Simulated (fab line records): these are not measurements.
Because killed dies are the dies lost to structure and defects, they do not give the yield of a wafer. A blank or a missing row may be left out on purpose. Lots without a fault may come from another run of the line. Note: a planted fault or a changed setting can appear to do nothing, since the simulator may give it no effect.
Which tool did it?    flow nand harc    12 lots with 36 wafers sampled at 5 steps, on a route of 1302 steps

## WHAT THE GAUGES READ, wafer by wafer
NHARC_END_SORT_01. Usual: defect limited yield 91.3 %, standard deviation 1.9; killed at array 54, standard deviation 12; killed at other 0.7, standard deviation 1.1; killed at periphery 3.9, standard deviation 2.8; killed dies 59, standard deviation 13; killed open 3.4, standard deviation 2; killed short 2.5, standard deviation 1.7; sort_bin_2_pct 3.1 %, standard deviation 0.91; sort_bin_3_pct 0.6 %, standard deviation 0.34; sort_bin_4_pct 5.0 %, standard deviation 1.1; sort n pass 618, standard deviation 13; sort rim yield pct 88 %, standard deviation 3.5; sort yield pct 91.3 %, standard deviation 1.9.
lot   measured      on         defect limited yield (%)  killed at array  killed at other  killed at periphery  killed dies  killed open  killed short  sort_bin_2_pct (%)  sort_bin_3_pct (%)  sort_bin_4_pct (%)  sort n pass  sort rim yield pct (%)  sort yield pct (%)  flag
L136  day 25 02:08  prober-01  92.6 91.6 92.0            44 49 48         1 1 1            5 7 5                50 57 54     6 8 7        5 4 2         2.4 2.1 2.4         0.4 0.1 0.3         4.6 6.2 5.3         627 620 623  92 92 89                92.6 91.6 92.0      
L137  day 24 18:27  prober-01  86.4 88.5 87.4            89 73 82         0 0 0            3 5 3                92 78 85     3 2 2        4 4 1         3.8 4.9 4.9         1.3 0.6 1.0         8.4 6.1 6.6         585 599 592  83 85 80                86.4 88.5 87.4      
L148  day 29 08:16  prober-01  89.4 87.7 90.0            68 81 67         0 0 0            4 2 1                72 83 68     6 9 4        3 2 0         3.7 4.6 3.2         0.6 0.7 0.9         6.4 6.9 5.9         605 594 609  86 82 84                89.4 87.7 90.0      
L149  day 29 08:14  prober-02  94.2 92.3 94.7            38 44 30         0 4 0            1 4 6                39 52 36     2 3 3        3 5 2         1.6 2.5 1.6         0 0.6 0.1           4.1 4.6 3.5         638 625 641  96 92 88                94.2 92.3 94.7      
L156  day 32 21:02  prober-02  92.8 90.3 88.6            46 60 75         0 1 0            3 5 2                49 66 77     4 5 5        2 4 3         3.1 3.2 5.0         0.7 0.7 0.9         3.4 5.8 5.5         628 611 600  89 83 82                92.8 90.3 88.6      

## EACH LOT AND THE TOOL THAT RAN IT (in order: tool; ch and the chambers of the sampled wafers; start)
lot   NHARC_P_M0_DEP_32                NHARC_P_M1_ETCH_15                  NHARC_P_M1_DEGAS_29           NHARC_P_M1_PVD_21
L136  pecvd-03 ch 1,2, day 6 10:35     rie diel-10 ch 0,1,3, day 6 12:04   pvd sputter-01, day 6 12:55   pvd sputter-01, day 25 02:08 or earlier
L137  pecvd-04 ch 0,1,2, day 6 11:35   rie diel-10 ch 1,2,3, day 6 13:15   pvd sputter-02, day 6 14:07   pvd sputter-02, day 24 18:27 or earlier
L139  pecvd-04 ch 1,2, day 7 14:11     rie diel-06 ch 0,1,2, day 7 15:48   pvd sputter-02, day 7 16:38   pvd sputter-02, no start
L140  pecvd-04 ch 0,1, day 7 14:56     rie diel-06 ch 1,2,3, day 7 16:33   pvd sputter-03, day 7 17:23   pvd sputter-03, no start
L148  pecvd-03 ch 1,2, day 11 02:31    rie diel-07 ch 0,2,3, day 11 03:55  pvd sputter-01, day 11 04:46  pvd sputter-01, day 29 08:16 or earlier
L149  pecvd-04 ch 0,1, day 11 09:05    rie diel-07 ch 0,2,3, day 11 10:39  pvd sputter-01, day 11 11:30  pvd sputter-01, day 29 08:14 or earlier
L154  pecvd-04 ch 0,1, day 14 01:41    rie diel-07 ch 1,2,3, day 14 03:11  pvd sputter-01, day 14 04:01  pvd sputter-01, no start
L155  pecvd-04 ch 0,1, day 14 07:21    rie diel-10 ch 0,1,3, day 14 08:54  pvd sputter-01, day 14 09:45  pvd sputter-01, no start
L156  pecvd-04 ch 1,2, day 14 11:18    rie diel-07 ch 0,1,2, day 14 12:50  pvd sputter-01, day 14 13:42  pvd sputter-01, day 32 21:02 or earlier
L158  pecvd-01 ch 0,1, day 14 23:46    rie diel-07 ch 2,3, day 15 01:20    pvd sputter-02, day 15 02:10  pvd sputter-02, no start
L157  pecvd-03 ch 0,1,2, day 15 00:54  rie diel-10 ch 1,2,3, day 15 02:32  pvd sputter-03, day 15 03:22  pvd sputter-03, no start
L159  pecvd-04 ch 0,2, day 15 17:17    rie diel-10 ch 0,1,2, day 15 18:53  pvd sputter-02, day 15 19:44  pvd sputter-02, no start
- NHARC_P_M0_DEP_32: deposits SiCN, target thk 30 nm.
- NHARC_P_M1_ETCH_15: etches the open film in C4F8/Ar, target depth 182.5 nm, time 91.2 s.
- NHARC_P_M1_DEGAS_29: time 60 s.
- NHARC_P_M1_PVD_21: deposits Cu, target thk 30 nm, time 20.49 s.

## AS READ BY THE TOOLS THEMSELVES (means over the sampled wafers that have a number; for cases with no such wafer, the mark the record gives instead)
NHARC_P_M0_DEP_32. Usual: heater power outer w 337 W, standard deviation 58; heater power w 595 W, standard deviation 97.
lot   tool      heater power outer w (W)  heater power w (W)  flag
L136  pecvd-03  331                       544                 
L137  pecvd-04  341                       617                 
L139  pecvd-04  357                       663                 
L140  pecvd-04  308                       547                 
L148  pecvd-03  340                       565                 
L149  pecvd-04  303                       543                 
L154  pecvd-04  352                       615                 
L155  pecvd-04  340                       601                 
L156  pecvd-04  373                       659                 
L158  pecvd-01  404                       684                 
L157  pecvd-03  337                       570                 
L159  pecvd-04  339                       597                 

NHARC_P_M1_ETCH_15. Usual: oes product au 0.964 a.u., standard deviation 0.023; rf vpp V 439.3 V, standard deviation 2.2.
lot   tool         oes product au (a.u.)  rf vpp V (V)  flag
L136  rie diel-10  0.983                  438.3         
L137  rie diel-10  0.992                  438.4         
L139  rie diel-06  0.974                  438.0         
L140  rie diel-06  0.973                  438.4         
L148  rie diel-07  1.150                  440.8         OFF
L149  rie diel-07  1.109                  440.7         OFF
L154  rie diel-07  0.957                  440.5         
L155  rie diel-10  0.977                  438.7         
L156  rie diel-07  0.961                  440.3         
L158  rie diel-07  0.950                  441.6         
L157  rie diel-10  0.974                  437.1         
L159  rie diel-10  0.957                  439.5         

NHARC_P_M1_DEGAS_29. Usual: 357 W for heater power w, sd 31.
lot   tool            heater power w (W)  flag
L136  pvd sputter-01  359                 
L137  pvd sputter-02  366                 
L139  pvd sputter-02  377                 
L140  pvd sputter-03  384                 
L148  pvd sputter-01  372                 
L149  pvd sputter-01  384                 
L154  pvd sputter-01  351                 
L155  pvd sputter-01  340                 
L156  pvd sputter-01  377                 
L158  pvd sputter-02  334                 
L157  pvd sputter-03  345                 
L159  pvd sputter-02  372                 

NHARC_P_M1_PVD_21. Usual: cathode dc power W 5000.0 W, standard deviation 0.92; throttle valve pct 29.9 %, standard deviation 1.2.
lot   tool            cathode dc power W (W)  throttle valve pct (%)  flag
L136  pvd sputter-01  5001.2                  29.6                    
L137  pvd sputter-02  5000.1                  30.5                    
L139  pvd sputter-02  4999.8                  30.4                    
L140  pvd sputter-03  5000.2                  30.5                    
L148  pvd sputter-01  5000.5                  31.1                    
L149  pvd sputter-01  4999.5                  29.9                    
L154  pvd sputter-01  4999.5                  29.7                    
L155  pvd sputter-01  5001.1                  30.2                    
L156  pvd sputter-01  5000.4                  29.6                    
L158  pvd sputter-02  5000.1                  30.3                    
L157  pvd sputter-03  5000.1                  29.1                    
L159  pvd sputter-02  5000.5                  30.8                    

## THE ANSWER, worked out from the rows above alone
Rule: a lot is off if the mean of its wafers that have a number lies more than 3 standard deviations from the usual mean. Also off: a lot with no number at a reading for which 4 or more lots have one. The other lots that the step has rows for count as sound. After the gauges, taken in route order, come the tools' own readings; for these a lot's mean is taken, as printed above. The first step at which some lot is off is used, and at that step the reading that is off furthest; a lot without a number counts as furthest.
Off: L148, L149, at NHARC_P_M1_ETCH_15 (oes product au).
A tool fits if, at that step or a process step before it, it ran every lot that is off, and no sound lot after the first of them. No candidate that was tried fits.

## WHAT THE SIMULATOR HAD INSERTED
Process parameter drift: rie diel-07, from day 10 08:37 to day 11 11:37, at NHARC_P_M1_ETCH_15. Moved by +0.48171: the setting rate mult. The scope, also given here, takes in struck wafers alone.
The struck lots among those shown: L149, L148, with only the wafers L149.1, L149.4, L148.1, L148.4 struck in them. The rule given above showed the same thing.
